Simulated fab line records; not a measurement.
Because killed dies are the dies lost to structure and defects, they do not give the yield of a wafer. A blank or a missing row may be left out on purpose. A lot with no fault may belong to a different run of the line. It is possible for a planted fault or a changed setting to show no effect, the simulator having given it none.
A single fault, viewed from 2 desks / flow nand_harc / each desk has only its own numbers; what lay behind them comes last

## FOR THE TOOL OWNER'S DESK: litho_track-06
The tool's own readings at NHARC_P_GATE_PEB_24 (peb time 65 s): means of the sampled wafers that have a number, for each lot that ran on this tool. If a lot's mean is further than 4 standard deviations from the usual mean, the lot is out of limits and carries the mark OUT (the distance appears in the brackets).
Columns: A = exhaust_pa at NHARC_P_GATE_PEB_24, usual 45.1 Pa; B = heater_power_total_W at NHARC_P_GATE_PEB_24, usual 156.6 W; C = plate_temp_C at NHARC_P_GATE_PEB_24, usual 100.04 C
lot=L723; first seen here=day 5 02:41; A=45.4; B=156.7; C=100.12
lot=L726; first seen here=day 6 09:54; A=45.7; B=157.1; C=100.03
lot=L729; first seen here=day 7 02:34; A=45.1; B=156.3; C=100.22
lot=L732; first seen here=day 7 22:52; A=45.5; B=156.5; C=100.04
lot=L737; first seen here=day 8 23:17; A=45.4; B=160.2 (+9.0) OUT; C=99.98
lot=L739; first seen here=day 9 03:52; A=44.6; B=159.8 (+8.1) OUT; C=100.03
lot=L738; first seen here=day 9 04:26; A=45.0; B=160.3 (+9.2) OUT; C=100.05
Finding of this desk: L737, L738, L739 out of limits; the first was L737 at day 8 23:17, on heater_power_total_W at NHARC_P_GATE_PEB_24. L723, L726, L729, L732: within limits.

## METROLOGY DESK
What the gauges read for every lot (on any tool): the sampled wafers with a number, averaged. If a lot's mean is further than 4 standard deviations from the usual mean, the lot is out of limits and carries the mark OUT (the distance appears in the brackets).
Columns: A = cd_nm at NHARC_P_GATE_CD_MEAS_26, usual 120.0 nm
lot=L720; first seen here=day 4 13:20; A=120.8
lot=L723; first seen here=day 5 02:46; A=119.8
lot=L726; first seen here=day 6 09:59; A=119.7
lot=L728; first seen here=day 6 15:50; A=120.5
lot=L729; first seen here=day 7 02:38; A=119.2
lot=L734; first seen here=day 7 22:18; A=120.5
lot=L732; first seen here=day 7 22:56; A=119.4
lot=L736; first seen here=day 8 11:10; A=120.2
lot=L737; first seen here=day 8 23:22; A=120.4
lot=L739; first seen here=day 9 03:56; A=120.8
lot=L738; first seen here=day 9 04:31; A=121.9
Result from this desk: across the 11 lots, nothing is out of limits.

## TAKEN TOGETHER
The tool owner's desk had the chance to raise an alarm at day 8 23:17 on L737, L738, L739.
Metrology desk: nothing out of limits seen.
The metrology desk has L737, L738, L739 on record, within its limits.
Of the lots named, all ran NHARC_P_GATE_PEB_24 on litho_track-06.

## WHAT HAD BEEN PUT IN BY THE SIMULATOR
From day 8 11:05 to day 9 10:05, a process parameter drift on litho_track-06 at NHARC_P_GATE_PEB_24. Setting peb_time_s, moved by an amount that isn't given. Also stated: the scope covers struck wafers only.
Shown lots that were struck: L737, L738, L739.
Delay in hours, fault start to first out-of-limits reading, by desk: the tool owner's desk at 12.
